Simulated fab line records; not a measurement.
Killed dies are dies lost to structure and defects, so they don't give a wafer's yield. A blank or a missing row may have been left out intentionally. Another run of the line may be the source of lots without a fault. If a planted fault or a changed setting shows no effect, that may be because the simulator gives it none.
fab line records + flow n5Finfet
record
- lots=7
- wafers=19
- lastDay=17
route steps=1938 shown BEOL_M13@1694
lots with no fault: from the same line, run without faults
startH: hours from the record's first day to the start of the lot's first wafer shown + waitH: hours elapsed since this lot's preceding step + " repeats the value in the row above + L1.1+2: a row that stands for several wafers + - value missing, or start not given + * or withheld: withheld + < > ~ a bound
route shown NAME@n: NAME is a module with steps in the file, n the number in the route of the first one + usual: average and standard deviation across the fault-free wafers + same: alike in all rows + chamber/n: place in a boat + sites: the reading at each site + _std_site: standard deviation across them + _edge_site: outer sites' mean less inner sites' + radiusMm: how far each site lies from the wafer's centre + mask NAME#n: copy n + behind: the last tool/chamber to shape the wafer + hold: cause of the lot's hold/its duration in hours/its outcome + device: names the non-switching transistor (n, p or np) + end of line: tests of these same wafers at the route's end + a step with no rows: only its recipe + killed: not the wafer's yield, but the dies lost to structure and defects at the first sort + map: per-die view of a wafer (x killed, . not killed, _ where there is no die)
set.NAME: the setting as run; set.NAME@STEP: as run at that earlier step + model.NAME: the simulator's own value behind a step, which no gauge read
lots at some steps of the route; a table a step, a row a wafer
services: a tool's chamber out of use, with start hour (startH, from the record's first day; less than 0 if before it), hours out, and reason
## steps
# step N5_BEOL_M13_ETCH_68
# recipe
- chemistry=N2/H2
- target=SOC
- maskMaterial=SiARC
- sourceW=3000
- biasW=350
- tempC=40
- timeS=355
- ionEnergyEv=200
- pressureMtorr=30
- n2FlowSccm=200
- h2FlowSccm=200
# step N5_BEOL_M13_STRIP_69
# recipe
- chemistry=N2/H2
- tempC=40
- n2FlowSccm=200
- h2FlowSccm=200
- rfFrequencyHz=6e+07
# step N5_BEOL_M13_TRENCH_ETCH_34
# recipe
- chemistry=C4F8/O2/Ar
- target=SiOC
- targetDepthA=4134.7
- maskMaterial=SOC
- pressureMtorr=30
- sourceW=3000
- biasW=700
- Ar_flow_sccm=400
- C4F8_flow_sccm=15
- O2_flow_sccm=8
- heInnerTorr=15
- heOuterTorr=30
- timeS=162.6
- ionEnergyEv=250
# step N5_BEOL_M13_STRIP_70
# recipe
- chemistry=C4F8/O2/Ar
- resist=SiARC
- rfFrequencyHz=6e+07
# step N5_BEOL_M13_OCD_MEAS_35
# usual
- trenchDepthNm=412/7.5
| lot.wafer | tool   | chamber | startH | waitH | trenchDepthNm |
|-----------|--------|---------|--------|-------|---------------|
| L194.2    | ocd-02 | -       | 293.22 | 0.0   | 406           |
| L194.4    | "      | -       | "      | "     | 414           |
| L194.6    | "      | -       | "      | "     | 427           |
| L196.1    | ocd-01 | -       | 307.38 | 0.0   | 405           |
| L196.2    | "      | -       | "      | "     | 424           |
| L196.6    | "      | -       | "      | "     | 404           |
| L199.5    | ocd-02 | -       | 329.91 | 0.0   | 418           |
| L199.6    | "      | -       | "      | "     | 423           |
| L204.1    | ocd-01 | -       | 336.25 | 0.0   | 419           |
| L204.2    | "      | -       | "      | "     | 406           |
| L204.6    | "      | -       | "      | "     | 407           |
| L201.1    | ocd-01 | -       | 337.91 | 0.0   | 427           |
| L201.5    | "      | -       | "      | "     | 410           |
| L209.3    | ocd-02 | -       | 374.44 | 0.0   | 413           |
| L209.4    | "      | -       | "      | "     | 409           |
| L209.5    | "      | -       | "      | "     | 410           |
| L208.4    | ocd-01 | -       | 375.21 | 0.0   | 414           |
| L208.5    | "      | -       | "      | "     | 410           |
| L208.6    | "      | -       | "      | "     | 414           |
# step N5_BEOL_M13_STRIP_37
# recipe
- chemistry=N2/H2
- powerW=1000
- tempC=250
- h2Frac=0.65
- overashFraction=0.3
- pressureMtorr=withheld
- n2FlowSccm=1750
- h2FlowSccm=3250
# usual
- drypumpMotorCurrentA=5.7/0.38
- heaterPowerW=354/38
- oesProductAu=0.784/0.01
| lot.wafer | tool           | chamber | startH | waitH | drypumpMotorCurrentA | heaterPowerW | oesProductAu | rfHoursCounterH |
|-----------|----------------|---------|--------|-------|----------------------|--------------|--------------|-----------------|
| L194.2    | plasmaAsher-01 | 0       | 293.25 | 0.0   | 6.1                  | 313          | 0.774        | 117             |
| L194.4    | "              | 0       | "      | "     | 6.1                  | 319          | 0.795        | -               |
| L194.6    | "              | 0       | "      | "     | 6.1                  | 317          | 0.784        | -               |
| L196.1    | plasmaAsher-01 | 0       | 307.42 | 0.0   | 6.1                  | 311          | 0.791        | 120             |
| L196.2    | "              | 1       | "      | "     | 5.2                  | 372          | 0.777        | 120             |
| L196.6    | "              | 0       | "      | "     | 6.1                  | 308          | 0.785        | -               |
| L199.5    | plasmaAsher-01 | 0       | 329.98 | 0.1   | 6.1                  | 314          | 0.776        | -               |
| L199.6    | "              | 1       | "      | "     | 5.2                  | 373          | 0.769        | -               |
| L204.1    | plasmaAsher-02 | 0       | 336.29 | 0.0   | 5.4                  | 409          | 0.778        | 98              |
| L204.2    | "              | 1       | "      | "     | 5.9                  | 322          | 0.773        | 98              |
| L204.6    | "              | 0       | "      | "     | 5.4                  | 413          | 0.783        | -               |
| L201.1    | plasmaAsher-01 | 1       | 337.95 | 0.0   | 5.2                  | 375          | 0.779        | 126             |
| L201.5    | "              | 0       | "      | "     | 6.1                  | 317          | 0.784        | -               |
| L209.3    | plasmaAsher-01 | 0       | 374.50 | 0.1   | 6.1                  | 313          | 0.791        | -               |
| L209.4    | "              | 1       | "      | "     | 5.2                  | 378          | 0.794        | -               |
| L209.5    | "              | 0       | "      | "     | 6.1                  | 313          | 0.771        | -               |
| L208.4    | plasmaAsher-02 | 1       | 375.27 | 0.1   | 5.8                  | 327          | 0.768        | -               |
| L208.5    | "              | 0       | "      | "     | 5.4                  | 411          | 0.792        | -               |
| L208.6    | "              | 1       | "      | "     | 5.9                  | 333          | 0.776        | -               |
# step N5_BEOL_M13_ETCH_38
# recipe
- chemistry=CF4/N2
- target=SiCN
- targetDepthA=675
- taperDeg=2
- timeS=71.9
- ionEnergyEv=150
- maskMaterial=SiO2
- pressureMtorr=40
- sourceW=430
- biasW=70
- Ar_flow_sccm=100
- cf4FlowSccm=60
- n2FlowSccm=60
# usual
- cf4FlowSccm=60.00/0.16
- drypumpMotorCurrentA=5.8/0.48
- oesProductAu=0.78/0.073
- rfVppV=381.8/1.5
- showerheadPlenumPTorr=2.18/0.043
- throttleValvePct=15.40/0.24
| lot.wafer | tool       | chamber | startH | waitH | cf4FlowSccm | drypumpMotorCurrentA | oesProductAu | rfHoursCounterH | rfVppV | showerheadPlenumPTorr | throttleValvePct |
|-----------|------------|---------|--------|-------|-------------|----------------------|--------------|-----------------|--------|-----------------------|------------------|
| L194.2    | rieDiel-03 | 2       | 293.41 | -     | 59.97       | 5.7                  | 0.97         | 2               | 385.1  | 2.26                  | 15.09            |
| L194.4    | "          | 1       | "      | "     | 60.04       | 4.8                  | 0.86         | 52              | 383.7  | 2.24                  | 15.31            |
| L194.6    | "          | 1       | "      | "     | 59.84       | 4.8                  | 0.85         | -               | 384.2  | 2.24                  | 15.31            |
| L196.1    | rieDiel-02 | 0       | 308.80 | -     | 60.12       | 5.4                  | 0.86         | 85              | 379.2  | 2.15                  | 14.97            |
| L196.2    | "          | 2       | "      | "     | 60.11       | 6.4                  | 0.68         | 200             | 381.4  | 2.18                  | 15.67            |
| L196.6    | "          | 3       | "      | "     | 59.90       | 5.4                  | 0.70         | -               | 380.4  | 2.17                  | 15.65            |
| L199.5    | rieDiel-05 | 3       | 331.53 | -     | 60.25       | 6.4                  | 0.77         | -               | 381.1  | 2.15                  | 15.74            |
| L199.6    | "          | 0       | "      | "     | 60.15       | 5.8                  | 0.92         | -               | 381.0  | 2.17                  | 15.09            |
| L204.1    | rieDiel-03 | 1       | 340.03 | -     | 59.83       | 4.8                  | 0.84         | 66              | 383.7  | 2.24                  | 15.34            |
| L204.2    | "          | 0       | "      | "     | 60.08       | 5.3                  | 0.80         | 131             | 379.3  | 2.13                  | 15.43            |
| L204.6    | "          | 0       | "      | "     | 59.87       | 5.4                  | 0.79         | -               | 380.3  | 2.13                  | 15.44            |
| L201.1    | rieDiel-03 | 0       | 340.59 | -     | 60.07       | 5.3                  | 0.79         | 132             | 380.7  | 2.13                  | 15.43            |
| L201.5    | "          | 2       | "      | "     | 59.98       | 5.7                  | 0.90         | -               | 383.0  | 2.25                  | 15.13            |
| L209.3    | rieDiel-02 | 3       | 374.62 | -     | 60.09       | 5.4                  | 0.69         | 222             | 379.8  | 2.16                  | 15.67            |
| L209.4    | "          | 2       | "      | "     | 59.87       | 6.4                  | 0.67         | -               | 380.7  | 2.17                  | 15.71            |
| L209.5    | "          | 3       | "      | "     | 60.03       | 5.4                  | 0.69         | -               | 383.2  | 2.16                  | 15.68            |
| L208.4    | rieDiel-02 | 2       | 378.70 | -     | 60.16       | 6.4                  | 0.66         | -               | 382.2  | 2.17                  | 15.70            |
| L208.5    | "          | 1       | "      | "     | 59.70       | 5.7                  | 0.75         | -               | 380.3  | 2.11                  | 15.38            |
| L208.6    | "          | 3       | "      | "     | 60.04       | 5.4                  | 0.69         | -               | 380.7  | 2.16                  | 15.67            |
# step N5_BEOL_M13_PRECLEAN_39
# recipe
- chemistry=residueRemover
- timeS=60
- tempC=40
# step N5_BEOL_M13_SRD_40
# recipe
- timeS=30
- tempC=23
- rinseLiquid=diw
- dry=n2Spin
- spinRpm=1500
- dryTimeS=30
# step N5_BEOL_M13_DEGAS_41
# recipe
- ambient=vacuum
- tempC=250
- timeS=60
# usual
- heaterPowerW=326/19
| lot.wafer | tool          | chamber | startH | waitH | heaterPowerW |
|-----------|---------------|---------|--------|-------|--------------|
| L194.2    | pvdSputter-01 | -       | 294.01 | 0.4   | 311          |
| L194.4    | "             | -       | "      | "     | 322          |
| L194.6    | "             | -       | "      | "     | 326          |
| L196.1    | pvdSputter-02 | -       | 309.66 | 0.7   | 316          |
| L196.2    | "             | -       | "      | "     | 323          |
| L196.6    | "             | -       | "      | "     | 348          |
| L199.5    | pvdSputter-01 | -       | 332.12 | 0.5   | 348          |
| L199.6    | "             | -       | "      | "     | 320          |
| L204.1    | pvdSputter-01 | -       | 340.66 | 0.5   | 344          |
| L204.2    | "             | -       | "      | "     | 280          |
| L204.6    | "             | -       | "      | "     | 280          |
| L201.1    | pvdSputter-01 | -       | 341.05 | 0.3   | 279          |
| L201.5    | "             | -       | "      | "     | 334          |
| L209.3    | pvdSputter-02 | -       | 375.31 | 0.5   | 341          |
| L209.4    | "             | -       | "      | "     | 319          |
| L209.5    | "             | -       | "      | "     | 320          |
| L208.4    | pvdSputter-02 | -       | 379.39 | 0.6   | 320          |
| L208.5    | "             | -       | "      | "     | 349          |
| L208.6    | "             | -       | "      | "     | 322          |
# step N5_BEOL_M13_PRE_CLEAN_42
# recipe
- gas=H2/He
- timeS=30
- tempC=250
# usual
- heaterPowerW=326/19
| lot.wafer | tool          | chamber | startH | waitH | heaterPowerW |
|-----------|---------------|---------|--------|-------|--------------|
| L194.2    | pvdSputter-01 | -       | 294.05 | 0.0   | 325          |
| L194.4    | "             | -       | "      | "     | 326          |
| L194.6    | "             | -       | "      | "     | 335          |
| L196.1    | pvdSputter-02 | -       | 309.70 | 0.0   | 312          |
| L196.2    | "             | -       | "      | "     | 316          |
| L196.6    | "             | -       | "      | "     | 341          |
| L199.5    | pvdSputter-01 | -       | 332.16 | 0.0   | 337          |
| L199.6    | "             | -       | "      | "     | 315          |
| L204.1    | pvdSputter-01 | -       | 340.70 | 0.0   | 337          |
| L204.2    | "             | -       | "      | "     | 280          |
| L204.6    | "             | -       | "      | "     | 275          |
| L201.1    | pvdSputter-01 | -       | 341.09 | 0.0   | 273          |
| L201.5    | "             | -       | "      | "     | 342          |
| L209.3    | pvdSputter-02 | -       | 375.35 | 0.0   | 345          |
| L209.4    | "             | -       | "      | "     | 308          |
| L209.5    | "             | -       | "      | "     | 322          |
| L208.4    | pvdSputter-02 | -       | 379.43 | 0.0   | 302          |
| L208.5    | "             | -       | "      | "     | 344          |
| L208.6    | "             | -       | "      | "     | 327          |
# step N5_BEOL_M13_SPUTTER_43
# recipe
- material=TaN
- targetThkA=150
- tempC=50
- biasV=168.6
- powerW=15000
- chamberPressurePa=0.12
- timeS=24.19
# usual
- cathodeDcPowerW=15000/2.8
- chamberPressurePa=0.12/0.00024
- throttleValvePct=29.8/1.2
| lot.wafer | tool          | chamber | startH | waitH | cathodeDcPowerW | chamberPressurePa | throttleValvePct |
|-----------|---------------|---------|--------|-------|-----------------|-------------------|------------------|
| L194.2    | pvdSputter-01 | -       | 294.09 | 0.0   | 15001           | 0.11999           | 30.4             |
| L194.4    | "             | -       | "      | "     | 15000           | 0.11961           | 30.9             |
| L194.6    | "             | -       | "      | "     | 14991           | 0.11997           | 28.9             |
| L196.1    | pvdSputter-02 | -       | 309.74 | 0.0   | 14997           | 0.11975           | 29.4             |
| L196.2    | "             | -       | "      | "     | 15002           | 0.11983           | 32.2             |
| L196.6    | "             | -       | "      | "     | 15001           | 0.11961           | 28.0             |
| L199.5    | pvdSputter-01 | -       | 332.23 | 0.0   | 15002           | 0.12045           | 29.3             |
| L199.6    | "             | -       | "      | "     | 15001           | 0.11971           | 30.8             |
| L204.1    | pvdSputter-01 | -       | 340.75 | 0.0   | 14995           | 0.12011           | 29.0             |
| L204.2    | "             | -       | "      | "     | 14996           | 0.12041           | 29.2             |
| L204.6    | "             | -       | "      | "     | 15000           | 0.12033           | 29.4             |
| L201.1    | pvdSputter-01 | -       | 341.14 | 0.0   | 15001           | 0.12001           | 29.3             |
| L201.5    | "             | -       | "      | "     | 15003           | 0.11987           | 29.3             |
| L209.3    | pvdSputter-02 | -       | 375.39 | 0.0   | 15000           | 0.12008           | 27.4             |
| L209.4    | "             | -       | "      | "     | 14999           | 0.11988           | 29.4             |
| L209.5    | "             | -       | "      | "     | 15001           | 0.12001           | 32.2             |
| L208.4    | pvdSputter-02 | -       | 379.47 | 0.0   | 15000           | 0.12035           | 29.2             |
| L208.5    | "             | -       | "      | "     | 15000           | 0.12005           | 27.8             |
| L208.6    | "             | -       | "      | "     | 15004           | 0.12011           | 32.1             |
# step N5_BEOL_M13_SPUTTER_44
# recipe
- material=Ta
- targetThkA=100
- tempC=50
- biasV=80
- powerW=15000
- chamberPressurePa=0.07
- timeS=16.13
# usual
- cathodeDcPowerW=15000/2.7
- chamberPressurePa=0.07002/0.00013
- throttleValvePct=29.8/1.2
| lot.wafer | tool          | chamber | startH | waitH | cathodeDcPowerW | chamberPressurePa | throttleValvePct | model.Ta_of_BEOL_M13_SPUTTER_44.thkNm |
|-----------|---------------|---------|--------|-------|-----------------|-------------------|------------------|---------------------------------------|
| L194.2    | pvdSputter-01 | -       | 294.17 | 0.0   | 15001           | 0.07003           | 30.8             | 10.2                                  |
| L194.4    | "             | -       | "      | "     | 14997           | 0.06989           | 31.1             | 10                                    |
| L194.6    | "             | -       | "      | "     | 14995           | 0.07004           | 29.2             | 9.8                                   |
| L196.1    | pvdSputter-02 | -       | 309.82 | 0.0   | 15001           | 0.06997           | 29.3             | 9.6                                   |
| L196.2    | "             | -       | "      | "     | 14998           | 0.06995           | 32.0             | 10                                    |
| L196.6    | "             | -       | "      | "     | 15001           | 0.07028           | 27.9             | 9.8                                   |
| L199.5    | pvdSputter-01 | -       | 332.31 | 0.0   | 15000           | 0.0698            | 29.2             | 8.6                                   |
| L199.6    | "             | -       | "      | "     | 14999           | 0.06989           | 30.5             | 10.2                                  |
| L204.1    | pvdSputter-01 | -       | 340.83 | 0.0   | 14999           | 0.06994           | 29.1             | 8.4                                   |
| L204.2    | "             | -       | "      | "     | 14997           | 0.06984           | 29.4             | 10                                    |
| L204.6    | "             | -       | "      | "     | 15006           | 0.0699            | 29.4             | 10                                    |
| L201.1    | pvdSputter-01 | -       | 341.22 | 0.0   | 15000           | 0.06981           | 29.5             | 8.2                                   |
| L201.5    | "             | -       | "      | "     | 15002           | 0.07018           | 29.1             | 8.2                                   |
| L209.3    | pvdSputter-02 | -       | 375.47 | 0.0   | 14997           | 0.06992           | 27.7             | 10                                    |
| L209.4    | "             | -       | "      | "     | 15004           | 0.07001           | 29.1             | 9.6                                   |
| L209.5    | "             | -       | "      | "     | 15003           | 0.06991           | 32.4             | 10                                    |
| L208.4    | pvdSputter-02 | -       | 379.55 | 0.0   | 14999           | 0.07019           | 29.3             | 9.6                                   |
| L208.5    | "             | -       | "      | "     | 15005           | 0.07002           | 27.6             | 10.2                                  |
| L208.6    | "             | -       | "      | "     | 15001           | 0.07007           | 32.4             | 10                                    |
# step N5_BEOL_M13_SPUTTER_45
# recipe
- material=Cu
- targetThkA=800
- tempC=-20
- biasV=60
- powerW=26000
- chamberPressurePa=0.13
- timeS=13.33
## services
| tool          | chamber | startH | hours | kind                        |
|---------------|---------|--------|-------|-----------------------------|
| rieDiel-05    | 0       | 269.66 | -     | clean                       |
| rieDiel-05    | 0       | 269.66 | -     | consumableReplace:focusRing |
| rieDiel-05    | 0       | 269.66 | 24.8  | scheduledDown               |
| rieDiel-05    | 0       | 269.66 | 24.8  | ventCycle                   |
| pvdSputter-01 | -       | 346.24 | 2.4   | repair                      |
| rieDiel-05    | 2       | 348.81 | 20.3  | repair                      |
## key
firstSign none at tools or gauges
modelEffect
- step=N5_BEOL_M13_SPUTTER_44
- value=Ta_of_BEOL_M13_SPUTTER_44.thkNm
- without=9.9
- struck=8.35
metAt N5_BEOL_M13_SPUTTER_44
struckWafers L199.5,L201.1,L201.5,L204.1
onsetBetween 294.17 332.31
fault
- kind=processParameterDrift
- tool=pvdSputter-01
- chamber=-
- onsetH=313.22
- steps=N5_BEOL_M13_SPUTTER_44
- channel=timeS
- offset=*
- shape=step
- endH=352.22
- scope=struckWafersOnly
- actsIn=*
- stated=*
